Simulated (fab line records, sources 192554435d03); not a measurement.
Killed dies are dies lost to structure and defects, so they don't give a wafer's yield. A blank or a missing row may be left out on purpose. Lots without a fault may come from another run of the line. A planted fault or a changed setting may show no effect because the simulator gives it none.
fab line records | flow n5_finfet
record lots=21 wafers=63 last_day=18
route steps=1938 shown BEOL_M11@1586 BEOL_M12@1622 BEOL_M13@1673
lots that met no fault: from a run of the same line without faults
start_h: hours from the record's first day to the start of the lot's first wafer shown | wait_h: hours since the lot's step before | " the same as in the row above | L1.1+2: a row that stands for several wafers | - no value, or no start given | * or withheld: withheld | < > ~ a bound
route shown NAME@n: a module of which the file shows steps, and the number in the route of the first | usual: mean/standard deviation of fault-free wafers | same: alike in all rows | chamber/n: place in a boat | sites: the reading at each site | _std_site: their standard deviation | _edge_site: outer sites' mean less inner sites' | radius_mm: how far each site lies from the wafer's centre | mask NAME#n: copy n | behind: the tool/chamber that last shaped the wafer | hold: why the lot was held/for how many hours/how that ended | device: the transistor (n, p or np) that didn't switch | end of line: the same wafers' tests at the end of the route | a step without rows: its recipe alone | killed: dies lost to structure and defects at the first sort, not the wafer's yield | map: a wafer's dies, x killed, . not, _ none there
set.NAME: the setting as run; set.NAME@STEP: as run at that earlier step | model.NAME: the simulator's own value behind a step, which no gauge read
steps of the route over a sample of lots; a table a step, a row a wafer
services: from which hour (start_h, from the record's first day; less than 0 if before it) a tool's chamber was out of use, for how many hours, and why
## steps
# step N5_BEOL_M11_CD_MEAS_35
# recipe target_cd_nm=70 polarity=opening
# usual cd_nm=69.8/0.83
# columns lot.wafer tool chamber start_h wait_h cd_nm
L074.2 cd_sem-01 - 249.87 0.0 68.0
L074.5 " - " " 69.2
L074.6 " - " " 68.0
L075.2 cd_sem-01 - 250.29 0.0 68.6
L075.3 " - " " 68.2
L075.5 " - " " 69.3
L076.1 cd_sem-01 - 266.81 0.0 70.1
L076.2 " - " " 71.1
L076.5 " - " " 71.7
L078.1 cd_sem-03 - 267.48 0.0 70.6
L078.4 " - " " 70.9
L078.6 " - " " 70.7
L081.2 cd_sem-03 - 277.67 0.0 69.9
L081.5 " - " " 69.9
L081.6 " - " " 70.8
L082.1 cd_sem-01 - 287.59 0.0 68.3
L082.5 " - " " 68.9
L082.6 " - " " 70.0
L080.1 cd_sem-01 - 290.11 0.0 69.0
L080.3 " - " " 69.3
L080.4 " - " " 70.4
L079.2 cd_sem-02 - 290.26 0.0 70.5
L079.3 " - " " 69.4
L079.4 " - " " 70.6
L084.1 cd_sem-02 - 295.60 0.0 69.5
L084.3 " - " " 70.8
L084.6 " - " " 69.7
L083.1 cd_sem-01 - 303.54 0.0 69.8
L083.3 " - " " 69.1
L083.4 " - " " 71.1
L086.3 cd_sem-03 - 306.64 0.0 69.2
L086.4 " - " " 69.7
L086.5 " - " " 68.9
L085.1 cd_sem-02 - 311.69 0.0 70.7
L085.3 " - " " 69.1
L085.6 " - " " 69.9
L090.2 cd_sem-03 - 319.99 0.0 69.6
L090.4 " - " " 69.2
L090.6 " - " " 71.4
L087.1 cd_sem-03 - 331.30 0.0 69.8
L087.4 " - " " 68.5
L087.5 " - " " 69.7
L088.1 cd_sem-01 - 334.38 0.0 70.1
L088.3 " - " " 70.0
L088.6 " - " " 70.3
L089.1 cd_sem-01 - 337.82 0.0 70.2
L089.3 " - " " 69.7
L089.5 " - " " 69.9
L091.1 cd_sem-01 - 353.14 0.0 70.1
L091.5 " - " " 70.7
L091.6 " - " " 70.3
L093.2 cd_sem-01 - 353.59 0.0 70.3
L093.4 " - " " 70.2
L093.5 " - " " 69.6
L095.1 cd_sem-01 - 377.82 0.0 70.1
L095.4 " - " " 69.7
L095.5 " - " " 70.5
L097.4 cd_sem-02 - 380.61 0.0 71.3
L097.5 " - " " 69.9
L097.6 " - " " 70.9
L096.2 cd_sem-02 - 380.82 0.0 69.0
L096.4 " - " " 69.3
L096.6 " - " " 69.3
# step N5_BEOL_M12_CD_MEAS_17
# recipe target_cd_nm=140 polarity=opening
# usual cd_nm=141.0/1.9
# columns lot.wafer tool chamber start_h wait_h cd_nm
L074.2 cd_sem-03 - 253.53 0.0 142.6
L074.5 " - " " 141.0
L074.6 " - " " 140.7
L075.2 cd_sem-01 - 254.47 0.0 142.8
L075.3 " - " " 142.3
L075.5 " - " " 139.9
L076.1 cd_sem-02 - 271.16 0.0 140.2
L076.2 " - " " 143.0
L076.5 " - " " 140.4
L078.1 cd_sem-03 - 271.58 0.0 143.3
L078.4 " - " " 141.1
L078.6 " - " " 141.4
L081.2 cd_sem-01 - 282.84 0.0 140.1
L081.5 " - " " 145.0
L081.6 " - " " 140.5
L082.1 cd_sem-03 - 291.87 0.0 139.1
L082.5 " - " " 140.2
L082.6 " - " " 143.9
L080.1 cd_sem-03 - 295.76 0.0 138.9
L080.3 " - " " 141.2
L080.4 " - " " 144.3
L079.2 cd_sem-02 - 296.10 0.0 139.1
L079.3 " - " " 140.5
L079.4 " - " " 140.3
L084.1 cd_sem-01 - 299.72 0.0 138.6
L084.3 " - " " 139.1
L084.6 " - " " 139.1
L083.1 cd_sem-03 - 308.00 0.0 137.0
L083.3 " - " " 142.3
L083.4 " - " " 142.9
L086.3 cd_sem-02 - 310.78 0.0 139.7
L086.4 " - " " 137.1
L086.5 " - " " 137.8
L085.1 cd_sem-01 - 316.52 0.0 142.9
L085.3 " - " " 140.1
L085.6 " - " " 139.4
L090.2 cd_sem-03 - 324.56 0.0 141.9
L090.4 " - " " 142.7
L090.6 " - " " 138.5
L087.1 cd_sem-02 - 335.68 0.0 140.9
L087.4 " - " " 142.9
L087.5 " - " " 142.1
L088.1 cd_sem-02 - 340.34 0.0 141.9
L088.3 " - " " 141.2
L088.6 " - " " 136.6
L089.1 cd_sem-01 - 343.19 0.0 142.3
L089.3 " - " " 145.2
L089.5 " - " " 142.2
L091.1 cd_sem-02 - 356.98 0.0 140.3
L091.5 " - " " 139.2
L091.6 " - " " 140.0
L093.2 cd_sem-02 - 357.60 0.0 143.8
L093.4 " - " " 142.0
L093.5 " - " " 142.9
L095.1 cd_sem-01 - 382.69 0.0 144.4
L095.4 " - " " 141.7
L095.5 " - " " 141.4
L096.2 cd_sem-01 - 385.33 0.0 141.8
L096.4 " - " " 141.1
L096.6 " - " " 140.9
L097.4 cd_sem-03 - 385.60 0.0 142.8
L097.5 " - " " 144.4
L097.6 " - " " 139.8
# step N5_BEOL_M12_ETCH_67
# recipe chemistry=CF4 target=SiARC target_depth_a=1430 time_s=238.3 ion_energy_ev=80 pressure_mtorr=40 source_w=545 bias_w=36 Ar_flow_sccm=100 cf4_flow_sccm=100 ends=cleared
# usual drypump_motor_current_A=5.9/0.56 etch_rf_on_time_s=238/5.5 oes_product_au=0.68/0.078 rf_vpp_V=184.4/1.3 showerhead_plenum_p_Torr=2.18/0.077 throttle_valve_pct=15.53/0.23
# columns lot.wafer tool chamber start_h wait_h drypump_motor_current_A etch_rf_on_time_s oes_product_au rf_hours_counter_h rf_vpp_V showerhead_plenum_p_Torr throttle_valve_pct
L074.2 rie_diel-02 3 254.10 0.0 5.9 232 0.75 57 184.2 2.28 15.68
L074.5 " 3 " " 6.0 232 0.75 - 185.6 2.28 15.69
L074.6 " 0 " " 6.2 238 0.59 - 185.2 2.21 15.47
L075.2 rie_diel-02 2 254.92 0.0 5.7 233 0.68 111 183.9 2.14 15.55
L075.3 " 1 " " 6.5 239 0.75 46 185.9 2.27 15.30
L075.5 " 1 " " 6.5 241 0.75 - 184.6 2.27 15.32
L076.1 rie_diel-05 2 271.95 0.0 5.5 241 0.59 219 185.0 2.21 15.86
L076.2 " 1 " " 6.5 240 0.59 241 183.4 2.10 15.38
L076.5 " 1 " " 6.5 239 0.59 - 184.3 2.10 15.36
L078.1 rie_diel-01 3 272.64 0.0 5.1 238 0.69 85 184.4 2.09 15.42
L078.4 " 1 " " 6.2 231 0.68 126 184.8 2.23 15.63
L078.6 " 2 " " 4.9 241 0.59 - 181.5 2.03 15.65
L081.2 rie_diel-01 2 283.80 0.0 4.9 243 0.59 225 182.8 2.03 15.67
L081.5 " 2 " " 4.9 244 0.58 - 180.6 2.03 15.67
L081.6 " 1 " " 6.2 232 0.67 - 184.7 2.23 15.62
L082.1 rie_diel-05 2 292.32 0.0 5.5 246 0.58 226 184.7 2.20 15.88
L082.5 " 0 " " 5.6 242 0.78 - 185.2 2.19 15.55
L082.6 " 1 " " 6.5 244 0.58 - 183.6 2.10 15.38
L080.1 rie_diel-05 3 297.06 0.0 6.2 231 0.81 17 184.4 2.28 15.24
L080.3 " 2 " " 5.6 241 0.59 227 184.6 2.20 15.88
L080.4 " 0 " " 5.6 236 0.78 - 185.0 2.19 15.58
L079.2 rie_diel-01 3 297.19 0.0 5.1 233 0.69 92 183.9 2.09 15.44
L079.3 " 1 " " 6.1 228 0.68 135 184.9 2.23 15.60
L079.4 " 0 " " 6.8 248 0.59 210 181.6 2.13 15.83
L084.1 rie_diel-01 1 301.07 0.0 6.1 228 0.68 137 186.1 2.23 15.62
L084.3 " 3 " " 5.1 235 0.68 93 182.9 2.09 15.45
L084.6 " 0 " " 6.8 246 0.60 - 184.7 2.13 15.82
L083.1 rie_diel-05 2 308.57 0.0 5.6 249 0.57 233 184.9 2.20 15.89
L083.3 " 3 " " 6.2 237 0.78 23 186.2 2.27 15.25
L083.4 " 2 " " 5.6 248 0.57 - 184.2 2.20 15.89
L086.3 rie_diel-02 2 311.58 0.0 5.7 233 0.66 130 183.7 2.14 15.59
L086.4 " 3 " " 5.9 234 0.73 77 185.5 2.27 15.73
L086.5 " 2 " " 5.7 236 0.66 - 184.1 2.14 15.60
L085.1 rie_diel-02 3 316.99 0.0 6.0 230 0.73 80 185.2 2.27 15.75
L085.3 " 1 " " 6.5 239 0.72 69 183.3 2.26 15.35
L085.6 " 1 " " 6.5 239 0.72 - 183.9 2.26 15.34
L090.2 rie_diel-01 2 325.01 0.0 4.9 244 0.58 240 182.3 2.03 15.71
L090.4 " 0 " " 6.8 249 0.58 220 183.5 2.13 15.85
L090.6 " 3 " " 5.1 235 0.68 - 183.8 2.09 15.46
L087.1 rie_diel-01 0 336.33 0.0 6.8 251 0.58 225 182.9 2.13 15.85
L087.4 " 2 " " 4.9 243 0.57 246 182.1 2.02 15.72
L087.5 " 1 " " 6.2 233 0.65 - 183.7 2.23 15.63
L088.1 rie_diel-01 2 341.06 0.0 4.9 247 0.57 248 182.2 2.02 15.71
L088.3 " 0 " " 6.8 251 0.58 227 184.5 2.13 15.86
L088.6 " 2 " " 4.9 246 0.57 - 182.2 2.02 15.72
L089.1 rie_diel-01 0 343.68 0.0 6.8 250 0.58 229 183.6 2.13 15.85
L089.3 " 3 " " 5.1 234 0.67 111 183.4 2.09 15.47
L089.5 " 1 " " 6.1 232 0.66 - 185.5 2.22 15.65
L091.1 rie_diel-05 3 357.43 0.0 6.2 235 0.76 43 186.1 2.27 15.30
L091.5 " 1 " " 6.5 235 0.79 - 183.4 2.09 14.91
L091.6 " 0 " " 5.6 235 0.76 - 184.8 2.18 15.62
L093.2 rie_diel-02 3 358.05 0.0 6.0 230 0.73 89 185.4 2.26 15.75
L093.4 " 0 " " 6.3 241 0.81 5 183.7 2.20 14.99
L093.5 " 1 " " 6.5 237 0.71 - 185.0 2.25 15.37
L095.1 rie_diel-02 2 383.31 0.0 5.6 231 0.64 154 184.2 2.13 15.66
L095.4 " 2 " " 5.7 235 0.63 - 183.6 2.13 15.64
L095.5 " 1 " " 6.5 239 0.69 - 183.8 2.25 15.41
L096.2 rie_diel-05 2 385.78 0.0 5.6 242 0.80 6 186.1 2.19 15.45
L096.4 " 3 " " 6.2 234 0.75 50 187.1 2.26 15.31
L096.6 " 2 " " 5.5 240 0.80 - 184.6 2.19 15.45
L097.4 rie_diel-02 1 386.17 0.0 6.5 240 0.70 94 185.6 2.25 15.40
L097.5 " 3 " " 6.0 233 0.71 - 185.0 2.26 15.77
L097.6 " 0 " " 6.3 243 0.77 - 184.5 2.19 15.01
# step N5_BEOL_M12_ETCH_38
# recipe chemistry=CF4/N2 target=SiCN target_depth_a=687 taper_deg=2 time_s=73.4 ion_energy_ev=150 mask_material=SiO2 pressure_mtorr=40 source_w=430 bias_w=70 Ar_flow_sccm=100 cf4_flow_sccm=60 n2_flow_sccm=60
# usual drypump_motor_current_A=6.0/0.53 n2_flow_sccm=60.00/0.19 oes_product_au=0.80/0.093 rf_vpp_V=383.3/1.8 showerhead_plenum_p_Torr=2.25/0.074 throttle_valve_pct=15.35/0.25
# columns lot.wafer tool chamber start_h wait_h drypump_motor_current_A n2_flow_sccm oes_product_au rf_hours_counter_h rf_vpp_V showerhead_plenum_p_Torr throttle_valve_pct
L074.2 rie_diel-02 1 260.05 - 6.5 60.06 0.87 48 384.7 2.34 15.13
L074.5 " 1 " " 6.5 59.82 0.87 - 384.7 2.34 15.13
L074.6 " 0 " " 6.3 60.07 0.69 - 383.0 2.27 15.29
L075.2 rie_diel-02 3 260.18 - 6.0 60.45 0.89 60 383.5 2.34 15.49
L075.3 " 1 " " 6.5 59.90 0.88 48 384.9 2.34 15.11
L075.5 " 3 " " 6.0 60.10 0.87 - 384.5 2.34 15.50
L076.1 rie_diel-01 0 276.92 - 6.8 60.13 0.70 203 382.4 2.19 15.63
L076.2 " 3 " " 5.1 59.73 0.82 86 380.1 2.16 15.26
L076.5 " 1 " " 6.1 59.65 0.80 - 384.3 2.30 15.44
L078.1 rie_diel-05 2 277.24 - 5.6 60.13 0.69 220 383.8 2.27 15.72
L078.4 " 1 " " 6.5 59.88 0.68 242 382.9 2.17 15.25
L078.6 " 0 " " 5.6 60.00 0.94 - 385.2 2.25 15.36
L081.2 rie_diel-02 0 284.75 - 6.2 59.97 0.68 240 384.0 2.27 15.30
L081.5 " 3 " " 6.0 59.84 0.87 - 385.2 2.34 15.51
L081.6 " 2 " " 5.7 59.78 0.78 - 383.4 2.21 15.42
L082.1 rie_diel-02 3 293.41 - 6.0 60.06 0.86 69 384.3 2.34 15.52
L082.5 " 1 " " 6.5 60.05 0.85 - 384.6 2.33 15.14
L082.6 " 0 " " 6.2 60.02 0.68 - 383.8 2.27 15.29
L080.1 rie_diel-05 0 303.65 - 5.6 60.20 0.92 32 382.3 2.25 15.37
L080.3 " 2 " " 5.6 59.97 0.68 231 384.0 2.27 15.74
L080.4 " 2 " " 5.6 59.70 0.67 - 382.5 2.27 15.75
L079.2 rie_diel-01 3 303.68 - 5.1 60.01 0.80 94 380.3 2.15 15.29
L079.3 " 2 " " 4.9 59.97 0.68 232 379.4 2.09 15.53
L079.4 " 0 " " 6.8 60.18 0.68 212 380.8 2.19 15.64
L084.1 rie_diel-05 0 304.54 - 5.7 60.22 0.91 33 383.7 2.25 15.37
L084.3 " 2 " " 5.6 59.82 0.67 232 384.5 2.27 15.74
L084.6 " 2 " " 5.6 59.84 0.68 - 383.5 2.27 15.74
L083.1 rie_diel-02 1 309.58 - 6.5 60.02 0.84 65 384.4 2.33 15.16
L083.3 " 0 " " 6.3 60.18 0.68 248 383.4 2.26 15.33
L083.4 " 1 " " 6.6 59.99 0.84 - 385.2 2.33 15.17
L086.3 rie_diel-02 2 312.48 - 5.6 59.96 0.77 130 382.0 2.20 15.43
L086.4 " 3 " " 6.0 60.01 0.85 77 384.5 2.33 15.55
L086.5 " 2 " " 5.7 60.31 0.78 - 381.7 2.20 15.45
L085.1 rie_diel-05 0 320.06 - 5.6 60.07 0.90 41 383.8 2.25 15.38
L085.3 " 2 " " 5.6 60.01 0.67 240 384.5 2.27 15.77
L085.6 " 2 " " 5.6 60.00 0.67 - 383.4 2.27 15.76
L090.2 rie_diel-01 2 331.46 - 4.9 60.07 0.67 243 379.7 2.09 15.57
L090.4 " 0 " " 6.8 59.93 0.68 223 380.3 2.19 15.68
L090.6 " 1 " " 6.2 59.97 0.78 - 383.9 2.30 15.48
L087.1 rie_diel-01 1 337.75 - 6.1 59.78 0.78 152 385.1 2.30 15.48
L087.4 " 2 " " 4.9 59.99 0.67 246 378.8 2.09 15.56
L087.5 " 0 " " 6.8 59.84 0.69 - 381.1 2.19 15.66
L088.1 rie_diel-05 2 343.31 - 5.6 60.04 0.67 248 384.2 2.26 15.78
L088.3 " 0 " " 5.6 59.83 0.89 49 383.5 2.24 15.41
L088.6 " 0 " " 5.6 60.10 0.89 - 382.9 2.24 15.40
L089.1 rie_diel-01 0 346.08 - 6.8 59.92 0.67 230 383.0 2.18 15.68
L089.3 " 1 " " 6.1 60.06 0.76 156 384.0 2.29 15.51
L089.5 " 0 " " 6.8 59.95 0.68 - 381.7 2.18 15.67
L091.1 rie_diel-05 0 360.15 - 5.6 60.16 0.88 55 382.6 2.24 15.42
L091.5 " 1 " " 6.5 60.00 0.92 - 381.9 2.16 14.77
L091.6 " 3 " " 6.2 60.51 0.89 - 386.0 2.33 15.09
L093.2 rie_diel-01 1 365.39 - 6.1 60.17 0.75 165 384.0 2.29 15.53
L093.4 " 1 " " 6.1 60.10 0.75 - 384.6 2.29 15.52
L093.5 " 0 " " 6.8 59.96 0.67 - 381.2 2.18 15.69
L095.1 rie_diel-02 3 383.91 - 6.0 59.89 0.82 98 386.0 2.33 15.60
L095.4 " 2 " " 5.7 59.99 0.75 - 383.8 2.20 15.49
L095.5 " 3 " " 5.9 60.10 0.82 - 385.8 2.33 15.57
L096.2 rie_diel-01 0 387.98 - 6.8 59.93 0.66 250 381.1 2.18 15.73
L096.4 " 1 " " 6.1 59.97 0.75 176 384.8 2.29 15.54
L096.6 " 1 " " 6.2 59.87 0.75 - 383.7 2.29 15.53
L097.4 rie_diel-05 0 393.12 - 5.6 60.30 0.87 - 383.2 2.24 15.44
L097.5 " 3 " " 6.2 60.14 0.87 - 385.8 2.33 15.12
L097.6 " 2 " " 5.6 59.71 0.92 - 384.5 2.26 15.28
# step N5_BEOL_M13_ETCH_59
# recipe chemistry=N2/H2 target=BARC target_depth_a=890 overetch_a=267 time_s=67.9 ion_energy_ev=200 pressure_mtorr=30 source_w=840 bias_w=150 n2_flow_sccm=200 h2_flow_sccm=200
# usual drypump_motor_current_A=5.9/0.38 n2_flow_sccm=200.0/0.59 oes_product_au=0.67/0.076 rf_vpp_V=524.3/2.1 showerhead_plenum_p_Torr=2.56/0.071 throttle_valve_pct=17.89/0.26
# columns lot.wafer tool chamber start_h wait_h drypump_motor_current_A n2_flow_sccm oes_product_au rf_hours_counter_h rf_vpp_V showerhead_plenum_p_Torr throttle_valve_pct
L074.2 rie_diel-06 2 262.71 0.0 5.5 199.8 0.67 104 521.8 2.46 17.85
L074.5 " 1 " " 5.3 199.9 0.63 - 523.5 2.54 18.05
L074.6 " 0 " " 5.4 200.1 0.60 - 523.5 2.50 18.25
L075.2 rie_diel-03 1 262.81 0.0 5.7 199.6 0.59 224 524.9 2.63 18.13
L075.3 " 2 " " 5.7 200.4 0.69 96 521.2 2.46 17.64
L075.5 " 0 " " 6.2 199.1 0.83 - 526.6 2.61 17.86
L076.1 rie_diel-03 3 279.66 0.0 6.3 199.7 0.77 28 524.8 2.59 17.42
L076.2 " 0 " " 6.2 199.4 0.82 9 524.3 2.61 17.88
L076.5 " 3 " " 6.3 200.0 0.77 - 525.2 2.59 17.40
L078.1 rie_diel-04 0 280.29 0.0 6.1 200.7 0.70 96 522.9 2.58 17.58
L078.4 " 1 " " 6.3 200.0 0.63 173 526.8 2.63 17.78
L078.6 " 1 " " 6.3 200.1 0.62 - 526.7 2.63 17.78
L081.2 rie_diel-03 2 287.31 0.0 5.7 199.9 0.68 104 521.2 2.45 17.66
L081.5 " 0 " " 6.2 199.6 0.81 - 523.8 2.61 17.88
L081.6 " 3 " " 6.3 200.8 0.76 - 526.0 2.59 17.42
L082.1 rie_diel-03 1 295.88 0.0 5.7 200.2 0.58 234 526.1 2.62 18.14
L082.5 " 1 " " 5.7 200.2 0.58 - 527.1 2.62 18.15
L082.6 " 0 " " 6.2 199.8 0.81 - 525.1 2.61 17.87
L080.1 rie_diel-04 0 305.92 0.0 6.1 200.5 0.70 104 524.9 2.58 17.61
L080.3 " 1 " " 6.4 200.6 0.62 181 527.0 2.63 17.78
L080.4 " 0 " " 6.1 200.1 0.70 - 524.2 2.58 17.60
L079.2 rie_diel-04 0 306.26 0.0 6.1 199.5 0.70 104 525.5 2.58 17.58
L079.3 " 3 " " 5.4 198.4 0.62 225 527.0 2.62 18.29
L079.4 " 3 " " 5.3 199.7 0.62 - 524.7 2.62 18.30
L084.1 rie_diel-03 3 306.98 0.0 6.3 198.9 0.75 37 524.5 2.59 17.44
L084.3 " 1 " " 5.8 200.0 0.58 237 524.8 2.62 18.13
L084.6 " 0 " " 6.2 200.2 0.79 - 526.2 2.60 17.88
L083.1 rie_diel-06 3 313.52 0.0 6.0 200.2 0.59 241 521.3 2.41 18.27
L083.3 " 1 " " 5.3 199.7 0.62 180 524.5 2.53 18.09
L083.4 " 2 " " 5.5 199.2 0.66 121 522.6 2.45 17.83
L086.3 rie_diel-04 2 317.58 0.0 6.4 199.0 0.78 18 526.8 2.61 17.87
L086.4 " 1 " " 6.4 200.3 0.61 186 525.4 2.62 17.78
L086.5 " 3 " " 5.3 199.5 0.61 - 526.3 2.62 18.30
L085.1 rie_diel-03 1 322.51 0.0 5.7 199.9 0.58 239 525.4 2.62 18.15
L085.3 " 0 " " 6.2 201.1 0.78 24 525.0 2.60 17.88
L085.6 " 1 " " 5.8 200.3 0.58 - 525.6 2.62 18.14
L090.2 rie_diel-04 0 334.33 0.0 6.1 200.7 0.70 114 522.7 2.57 17.59
L090.4 " 2 " " 6.4 199.2 0.77 - 524.7 2.61 17.89
L090.6 " 0 " " 6.1 200.5 0.68 - 524.1 2.57 17.62
L087.1 rie_diel-06 2 340.61 0.0 5.5 199.2 0.66 129 522.1 2.45 17.87
L087.4 " 1 " " 5.3 199.1 0.62 188 523.4 2.53 18.09
L087.5 " 3 " " 6.0 201.7 0.59 - 522.1 2.41 18.26
L088.1 rie_diel-03 2 345.67 0.0 5.7 200.4 0.66 123 520.1 2.45 17.70
L088.3 " 1 " " 5.7 200.1 0.57 247 526.2 2.62 18.15
L088.6 " 2 " " 5.7 200.3 0.66 - 521.1 2.45 17.68
L089.1 rie_diel-03 3 348.49 0.0 6.3 199.7 0.74 47 526.1 2.58 17.44
L089.3 " 1 " " 5.8 199.7 0.57 248 525.0 2.62 18.15
L089.5 " 1 " " 5.8 200.1 0.57 - 526.5 2.62 18.16
L091.1 rie_diel-06 0 363.24 0.0 5.4 200.7 0.59 247 522.6 2.49 18.32
L091.5 " 0 " " 5.4 200.3 0.58 - 523.1 2.49 18.31
L091.6 " 1 " " 5.3 200.0 0.61 - 522.5 2.52 18.10
L093.2 rie_diel-04 2 367.50 0.0 6.4 200.1 0.76 33 526.0 2.60 17.91
L093.4 " 3 " " 5.3 199.9 0.60 242 526.4 2.61 18.33
L093.5 " 1 " " 6.3 200.6 0.61 - 527.1 2.62 17.84
L095.1 rie_diel-03 3 386.00 0.0 6.3 199.4 0.73 59 525.3 2.58 17.48
L095.4 " 2 " " 5.7 200.9 0.65 137 520.6 2.44 17.71
L095.5 " 3 " " 6.3 200.0 0.72 - 523.4 2.58 17.48
L096.2 rie_diel-06 2 390.43 0.0 5.5 199.4 0.65 147 520.2 2.44 17.90
L096.4 " 2 " " 5.5 199.7 0.64 - 520.2 2.44 17.91
L096.6 " 3 " " 6.0 199.9 0.81 - 529.1 2.72 17.79
L097.4 rie_diel-03 2 396.23 0.0 5.7 199.7 0.65 139 521.2 2.44 17.73
L097.5 " 2 " " 5.7 199.9 0.65 - 523.0 2.44 17.72
L097.6 " 3 " " 6.4 200.8 0.72 - 526.0 2.58 17.48
# step N5_BEOL_M13_STRIP_63
# recipe chemistry=N2/H2 power_w=1000 temp_c=250 h2_frac=0.65 overash_fraction=0.3 pressure_mtorr=1000 n2_flow_sccm=1750 h2_flow_sccm=3250
# usual drypump_motor_current_A=5.7/0.55 heater_power_w=315/16 n2_flow_sccm=1750/5.1 oes_product_au=0.674/0.0049 strip_time_to_endpoint_s=27.9/1.2 temp_c=250.00/0.18
# columns lot.wafer tool chamber start_h wait_h drypump_motor_current_A heater_power_w n2_flow_sccm oes_product_au rf_hours_counter_h strip_time_to_endpoint_s temp_c
L074.2 plasma_asher-01 0 262.99 - 5.3 339 1743 0.678 117 27.4 249.81
L074.5 " 0 " " 5.3 336 1750 0.676 - 28.7 249.96
L074.6 " 1 " " 6.3 296 1742 0.665 - 27.1 249.87
L075.2 plasma_asher-01 1 263.11 - 6.3 299 1753 0.674 117 29.3 249.82
L075.3 " 0 " " 5.3 336 1750 0.678 - 26.6 250.23
L075.5 " 0 " " 5.3 347 1748 0.671 - 26.2 249.71
L076.1 plasma_asher-02 1 279.95 - 5.0 305 1752 0.678 84 29.6 249.90
L076.2 " 0 " " 6.1 308 1762 0.669 84 28.8 249.83
L076.5 " 1 " " 5.0 307 1753 0.686 - 28.9 249.79
L078.1 plasma_asher-02 1 280.58 - 4.9 305 1756 0.666 84 27.3 250.11
L078.4 " 0 " " 6.1 306 1761 0.678 - 27.3 250.26
L078.6 " 1 " " 5.0 316 1753 0.678 - 27.2 250.08
L081.2 plasma_asher-01 1 287.59 - 6.3 298 1745 0.675 122 28.6 249.75
L081.5 " 1 " " 6.3 302 1751 0.679 - 27.0 250.15
L081.6 " 0 " " 5.3 339 1749 0.671 - 27.7 249.77
L082.1 plasma_asher-02 1 296.17 - 5.0 306 1757 0.685 86 30.6 249.82
L082.5 " 1 " " 5.0 310 1759 0.669 - 28.4 249.74
L082.6 " 0 " " 6.1 304 1741 0.678 - 28.0 250.14
L080.1 plasma_asher-02 1 306.20 - 5.0 304 1742 0.675 89 28.5 250.26
L080.3 " 1 " " 5.0 307 1747 0.668 - 27.5 250.24
L080.4 " 0 " " 6.1 308 1738 0.678 - 28.9 249.99
L079.2 plasma_asher-02 0 306.66 - 6.1 310 1758 0.679 90 30.2 250.01
L079.3 " 1 " " 5.0 307 1748 0.675 - 29.5 250.10
L079.4 " 0 " " 6.1 307 1753 0.681 - 28.8 249.80
L084.1 plasma_asher-02 0 307.44 - 6.1 313 1760 0.678 90 29.2 250.03
L084.3 " 1 " " 4.9 308 1756 0.677 - 28.7 249.90
L084.6 " 0 " " 6.1 305 1751 0.665 - 27.3 250.21
L083.1 plasma_asher-02 1 313.80 - 5.0 311 1756 0.679 93 29.0 249.91
L083.3 " 1 " " 5.0 308 1756 0.687 - 30.8 250.06
L083.4 " 0 " " 6.1 306 1744 0.669 - 27.3 250.04
L086.3 plasma_asher-01 1 317.88 - 6.3 301 1749 0.672 - 29.6 249.93
L086.4 " 0 " " 5.3 344 1754 0.682 - 29.5 250.22
L086.5 " 0 " " 5.3 342 1756 0.677 - 29.9 250.42
L085.1 plasma_asher-01 1 322.80 - 6.3 306 1754 0.668 126 28.4 249.87
L085.3 " 1 " " 6.3 297 1749 0.674 - 27.8 250.05
L085.6 " 0 " " 5.3 339 1743 0.676 - 27.3 250.23
L090.2 plasma_asher-01 1 334.62 - 6.3 298 1745 0.677 127 29.1 250.10
L090.4 " 0 " " 5.2 344 1755 0.674 - 27.1 250.16
L090.6 " 0 " " 5.3 342 1746 0.666 - 26.9 250.05
L087.1 plasma_asher-02 1 340.89 - 5.0 303 1755 0.677 99 29.8 250.32
L087.4 " 0 " " 6.1 309 1760 0.680 - 29.2 249.86
L087.5 " 1 " " 4.9 310 1749 0.677 - 28.5 250.13
L088.1 plasma_asher-02 0 345.96 - 6.1 309 1749 0.670 100 26.7 250.06
L088.3 " 1 " " 4.9 309 1751 0.682 - 28.4 250.18
L088.6 " 0 " " 6.1 311 1745 0.673 - 26.4 250.02
L089.1 plasma_asher-02 1 348.78 - 5.0 306 1746 0.676 100 29.6 250.07
L089.3 " 0 " " 6.1 317 1753 0.670 - 29.5 250.31
L089.5 " 0 " " 6.1 309 1751 0.680 - 28.9 249.84
L091.1 plasma_asher-01 1 363.52 - 6.3 300 1746 0.675 133 28.8 249.96
L091.5 " 1 " " 6.3 302 1746 0.676 - 26.7 250.00
L091.6 " 0 " " 5.3 343 1749 0.679 - 28.4 249.85
L093.2 plasma_asher-01 1 367.84 - 6.3 299 1742 0.672 134 27.4 249.62
L093.4 " 0 " " 5.3 345 1755 0.677 - 27.7 249.83
L093.5 " 0 " " 5.3 341 1751 0.682 - 28.0 250.04
L095.1 plasma_asher-01 0 386.28 - 5.2 337 1748 0.674 137 28.6 249.92
L095.4 " 1 " " 6.3 291 1754 0.671 - 26.4 249.94
L095.5 " 0 " " 5.3 336 1744 0.672 - 27.4 250.10
L096.2 plasma_asher-01 1 390.71 - 6.3 297 1754 0.673 138 27.7 250.13
L096.4 " 0 " " 5.3 337 1746 0.681 - 27.4 249.40
L096.6 " 1 " " 6.3 302 1750 0.669 - 26.9 250.04
L097.4 plasma_asher-01 0 396.56 - 5.3 343 1746 0.678 - 25.8 249.72
L097.5 " 1 " " 6.3 301 1746 0.668 - 25.5 249.91
L097.6 " 0 " " 5.3 343 1750 0.674 - 28.2 249.72
## services
# columns tool chamber start_h hours kind
rie_diel-05 2 248.35 14.3 repair
rie_diel-01 2 252.54 8.2 repair
rie_diel-03 - 272.06 0.8 repair
plasma_asher-02 - 282.11 5.9 repair
plasma_asher-01 - 300.45 15.6 pm
rie_diel-02 2 306.72 4.8 repair
rie_diel-03 3 317.24 8.8 repair
rie_diel-02 3 317.48 4.5 repair
plasma_asher-01 - 324.79 3.4 repair
rie_diel-02 3 329.20 11.3 repair
rie_diel-02 2 332.84 7.0 repair
rie_diel-04 3 334.18 5.4 repair
plasma_asher-02 - 351.47 2.8 repair
rie_diel-01 2 357.00 - clean
rie_diel-01 2 357.00 - consumable_replace:focus_ring
rie_diel-01 2 357.00 - consumable_replace:showerhead
rie_diel-01 2 357.00 21.3 scheduled_down
rie_diel-01 2 357.00 21.3 vent_cycle
plasma_asher-01 - 377.68 4.9 repair
rie_diel-02 0 379.82 4.5 repair
rie_diel-05 1 389.81 22.9 repair
rie_diel-01 0 390.12 - clean
rie_diel-01 0 390.12 - consumable_replace:focus_ring
rie_diel-01 0 390.12 27.8 scheduled_down
## key
fault none
